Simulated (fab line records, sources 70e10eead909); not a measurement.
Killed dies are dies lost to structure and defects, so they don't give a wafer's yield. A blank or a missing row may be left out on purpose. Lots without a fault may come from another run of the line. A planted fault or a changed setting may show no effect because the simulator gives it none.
fab line records | flow nand_harc | part 2 of 2: steps 31 to 40 of 40
record lots=5 wafers=15 last_day=33
route steps=1302 shown A_STAIRCASE@846 A_SGD_CUT@890
lots that met no fault: from a run of the same line without faults
start_h: hours from the record's first day to the start of the lot's first wafer shown | wait_h: hours since the lot's step before | " the same as in the row above | L1.1+2: a row that stands for several wafers | - no value, or no start given | * or withheld: withheld | < > ~ a bound
route shown NAME@n: a module of which the file shows steps, and the number in the route of the first | usual: mean/standard deviation of fault-free wafers | same: alike in all rows | chamber/n: place in a boat | sites: the reading at each site | _std_site: their standard deviation | _edge_site: outer sites' mean less inner sites' | radius_mm: how far each site lies from the wafer's centre | mask NAME#n: copy n | behind: the tool/chamber that last shaped the wafer | hold: why the lot was held/for how many hours/how that ended | device: the transistor (n, p or np) that didn't switch | end of line: the same wafers' tests at the end of the route | a step without rows: its recipe alone | killed: dies lost to structure and defects at the first sort, not the wafer's yield | map: a wafer's dies, x killed, . not, _ none there
set.NAME: the setting as run; set.NAME@STEP: as run at that earlier step | model.NAME: the simulator's own value behind a step, which no gauge read
lots at some steps of the route; a table a step, a row a wafer
services: from which hour (start_h, from the record's first day; less than 0 if before it) a tool's chamber was out of use, for how many hours, and why
## steps
# step NHARC_A_STAIRCASE_ETCH_423
# recipe target_depth_a=300 chemistry=dHF material=SiO2
# columns lot.wafer tool chamber start_h wait_h
L076.6+4+3 wet_bench-07 7,0,2 445.22 0.1
L079.6+2+4 wet_bench-07 4,7,0 467.14 0.1
L081.6+4+2 wet_bench-04 7,0,4 479.43 0.1
L095.5+4+2 wet_bench-06 5,0,1 629.83 0.1
L096.4+5+6 wet_bench-04 7,0,1 648.31 0.2
# step NHARC_A_STAIRCASE_ETCHBACK_157
# recipe target_depth_a=900 over_etch_frac=0.3 time_s=167.14 ion_energy_ev=120 ch3f_flow_sccm=50 o2_flow_sccm=30 ar_flow_sccm=200 rf_w=500 bias_w=100 chemistry=CH3F/O2
# usual drypump_motor_current_A=5.73/0.29 oes_product_au=0.97/0.035 rf_vpp_V=244.2/1.7 showerhead_plenum_p_Torr=2.45/0.11 throttle_valve_pct=20.664/0.01
# columns lot.wafer tool chamber start_h wait_h drypump_motor_current_A oes_product_au rf_hours_counter_h rf_vpp_V showerhead_plenum_p_Torr throttle_valve_pct
L076.3 rie_diel-10 1 445.39 0.1 5.56 1.00 6 248.0 2.66 20.668
L076.4 " 0 " " 5.84 0.99 4 243.9 2.42 20.655
L076.6 " 2 " " 5.25 1.00 - 243.7 2.47 20.666
L079.4 rie_diel-10 3 467.32 0.1 6.00 1.01 10 244.6 2.46 20.663
L079.2 " 2 " " 5.19 1.01 13 244.2 2.46 20.665
L079.6 " 3 " " 6.01 1.01 - 245.5 2.46 20.655
L081.2 rie_diel-10 3 479.65 0.1 5.99 1.00 12 243.5 2.46 20.669
L081.4 " 1 " " 5.57 1.00 17 246.9 2.65 20.666
L081.6 " 3 " " 6.01 1.00 - 243.7 2.46 20.666
L095.4 rie_diel-08 3 630.07 0.2 5.95 0.96 23 242.5 2.37 20.650
L095.2 " 0 " " 5.79 0.95 25 247.1 2.65 20.666
L095.5 " 3 " " 5.95 0.96 - 243.0 2.37 20.665
L096.4 rie_diel-01 3 648.53 0.2 5.69 0.94 31 243.6 2.34 20.638
L096.5 " 1 " " 6.09 0.94 - 244.3 2.38 20.665
L096.6 " 2 " " 6.10 0.92 - 242.1 2.32 20.673
# step NHARC_A_STAIRCASE_STRIP_475
# recipe time_s=20 o2_flow_sccm=500 ar_flow_sccm=0 bias_w=0 chemistry=O2
# usual drypump_motor_current_A=5.74/0.28 oes_product_au=1.001/0.0091 rf_vpp_V=57.7/0.87 showerhead_plenum_p_Torr=3.52/0.16 throttle_valve_pct=17.036/0.01
# columns lot.wafer tool chamber start_h wait_h drypump_motor_current_A oes_product_au rf_hours_counter_h rf_vpp_V showerhead_plenum_p_Torr throttle_valve_pct
L076.4 rie_diel-10 2 - - 5.19 1.008 5 57.9 3.54 17.029
L076.3 " 0 " " 5.82 1.009 4 56.4 3.48 17.031
L076.6 " 3 " " 6.01 1.015 - 58.8 3.53 17.032
L079.2 rie_diel-10 2 - - 5.20 1.007 13 57.0 3.53 17.056
L079.4 " 0 " " 5.83 1.002 12 57.3 3.47 17.039
L079.6 " 2 " " 5.18 1.012 - 58.1 3.53 17.044
L081.2 rie_diel-10 3 - - 5.98 0.998 12 59.5 3.53 17.046
L081.4 " 2 " " 5.21 1.001 15 57.3 3.53 17.051
L081.6 " 0 " " 5.83 0.999 - 56.4 3.47 17.020
L095.4 rie_diel-08 1 - - 5.49 1.020 25 58.5 3.72 17.044
L095.2 " 2 " " 5.84 0.981 23 57.1 3.32 17.019
L095.5 " 3 " " 5.92 1.001 - 57.9 3.41 17.048
L096.4 rie_diel-01 2 - - 6.13 0.994 36 56.6 3.33 17.037
L096.6 " 1 " " 6.10 1.012 - 57.1 3.42 17.036
L096.5 " 2 " " 6.10 0.995 - 57.6 3.33 17.038
# step NHARC_A_STAIRCASE_DEP_471
# recipe target_thk_a=1000 temp_c=400 pressure_torr=6.5 rf_w=900 teos_flow_sccm=161.4 flow_sccm=2650 target_thk_nm=100 gas=O2 material=SiO2
# usual heater_power_w=544/67 throttle_valve_pct=15.8/0.59
# columns lot.wafer tool chamber start_h wait_h heater_power_w throttle_valve_pct
L076.3 pecvd-03 1 445.67 - 463 15.7
L076.6 " 1 " " 477 15.8
L076.4 " 2 " " 495 14.8
L079.2 pecvd-03 1 467.66 - 570 16.0
L079.4 " 2 " " 596 14.8
L079.6 " 0 " " 527 15.4
L081.2 pecvd-01 0 479.94 - 545 16.9
L081.6 " 0 " " 549 16.7
L081.4 " 1 " " 481 15.7
L095.2 pecvd-01 0 630.34 - 654 16.7
L095.4 " 0 " " 673 16.9
L095.5 " 1 " " 395 15.6
L096.5 pecvd-03 2 648.86 - 637 15.1
L096.4 " 0 " " 617 15.1
L096.6 " 1 " " 447 16.4
# step NHARC_A_STAIRCASE_CMP_472
# recipe material=SiO2
# usual edge_zone_pressure_frac=0.999/0.0052 motor_current_A=12.4/0.99
# columns lot.wafer tool chamber start_h wait_h edge_zone_pressure_frac motor_current_A
L076.3 cmp-01 0 446.00 0.3 1.004 12.9
L076.4 " 1 " " 1.004 12.1
L076.6 " 2 " " 0.999 11.0
L079.4 cmp-02 0 467.92 0.2 0.997 12.4
L079.2 " 1 " " 1.000 12.3
L079.6 " 3 " " 1.006 13.9
L081.2 cmp-02 1 480.21 0.2 1.002 12.6
L081.4 " 2 " " 1.002 11.2
L081.6 " 1 " " 1.005 12.7
L095.4 cmp-01 2 630.67 0.2 0.993 10.9
L095.2 " 3 " " 1.000 12.3
L095.5 " 1 " " 1.003 11.2
L096.4 cmp-01 2 649.07 0.2 0.999 10.4
L096.6 " 1 " " 1.001 12.0
L096.5 " 2 " " 0.991 10.9
# step NHARC_A_STAIRCASE_SRD_474
# columns lot.wafer tool chamber start_h wait_h
L076.4+3+6 wet_bench-07 7,2,3 446.21 0.0
L079.2+6+4 wet_bench-06 7,0,1 468.14 0.0
L081.4+2+6 wet_bench-06 6,0,3 480.48 0.0
L095.5+2+4 wet_bench-04 2,3,5 630.89 0.0
L096.4+6+5 wet_bench-04 3,7,0 649.31 0.0
# step NHARC_A_STAIRCASE_INSPECT_155
# usual raw_defect_count=427/110
# columns lot.wafer tool chamber start_h wait_h raw_defect_count
L076.3 defect_inspect-02 - 446.29 0.1 560
L076.4 " - " " 705
L076.6 " - " " 487
L079.2 defect_inspect-02 - 468.22 0.1 423
L079.4 " - " " 462
L079.6 " - " " 409
L081.2 defect_inspect-02 - 480.56 0.1 675
L081.4 " - " " 529
L081.6 " - " " 408
L095.2 defect_inspect-01 - 630.96 0.1 284
L095.4 " - " " 387
L095.5 " - " " 347
L096.4 defect_inspect-01 - 649.39 0.1 330
L096.5 " - " " 334
L096.6 " - " " 360
# step NHARC_A_SGD_CUT_DEP_00
# recipe target_thk_a=500 temp_c=400 target_thk_nm=50 flow_sccm=200 rf_w=450 material=SiNx
# usual heater_power_w=685/98
# columns lot.wafer tool chamber start_h wait_h heater_power_w
L076.3 pecvd-02 0 446.41 0.1 712
L076.4 " 1 " " 647
L076.6 " 0 " " 736
L079.2 pecvd-02 2 468.31 0.1 671
L079.4 " 1 " " 742
L079.6 " 2 " " 686
L081.2 pecvd-04 0 480.70 0.1 763
L081.4 " 1 " " 525
L081.6 " 2 " " 769
L095.2 pecvd-02 1 631.09 0.1 679
L095.4 " 2 " " 702
L095.5 " 1 " " 705
L096.4 pecvd-04 2 649.54 0.2 623
L096.6 " 0 " " 657
L096.5 " 1 " " 509
# step NHARC_A_SGD_CUT_DEHYDRATE_01
# recipe temp_c=150 time_s=120
# columns lot.wafer tool chamber start_h wait_h
L076.3+4+6 litho_track-01 0 446.63 0.2
L079.2+4+6 litho_track-06 0 468.55 0.2
L081.2+4+6 litho_track-01 0 480.97 0.2
L095.2+4+5 litho_track-06 0 631.30 0.2
L096.4+5+6 litho_track-06 0 649.73 0.2
# step NHARC_A_SGD_CUT_HMDS_02
# recipe time_s=30
# columns lot.wafer tool chamber start_h wait_h
L076.3+4+6 litho_track-01 0 - -
L079.2+4+6 litho_track-06 0 - -
L081.2+4+6 litho_track-01 0 - -
L095.2+4+5 litho_track-06 0 - -
L096.4+5+6 litho_track-06 0 - -
## services
# columns tool chamber start_h hours kind
pecvd-03 1 380.76 5.9 repair
cmp-01 - 381.68 4.0 pm
rie_diel-01 - 382.61 9.0 pm
pecvd-03 - 390.45 2.9 repair
rie_diel-10 1 393.31 7.2 repair
wet_bench-04 - 403.20 8.0 pm
rie_diel-10 - 424.43 9.0 pm
litho_track-07 - 426.00 7.0 pm
litho_track-03 - 450.00 7.0 pm
pecvd-03 1 470.53 3.4 repair
cmp-01 - 477.01 35.1 repair
wet_bench-07 - 512.00 8.0 pm
cmp-01 - 512.11 4.0 pm
cmp-01 - 517.26 0.3 repair
pecvd-03 0 537.78 21.3 repair
pecvd-03 - 547.59 13.0 pm
cmp-01 - 548.30 1.0 repair
pecvd-03 - 562.38 1.0 repair
cmp-01 - 566.77 5.5 repair
wet_bench-04 - 579.20 8.0 pm
litho_track-07 - 601.00 7.0 pm
rie_diel-10 - 601.44 9.0 pm
cmp-01 - 610.11 4.0 pm
litho_track-03 - 625.00 7.0 pm
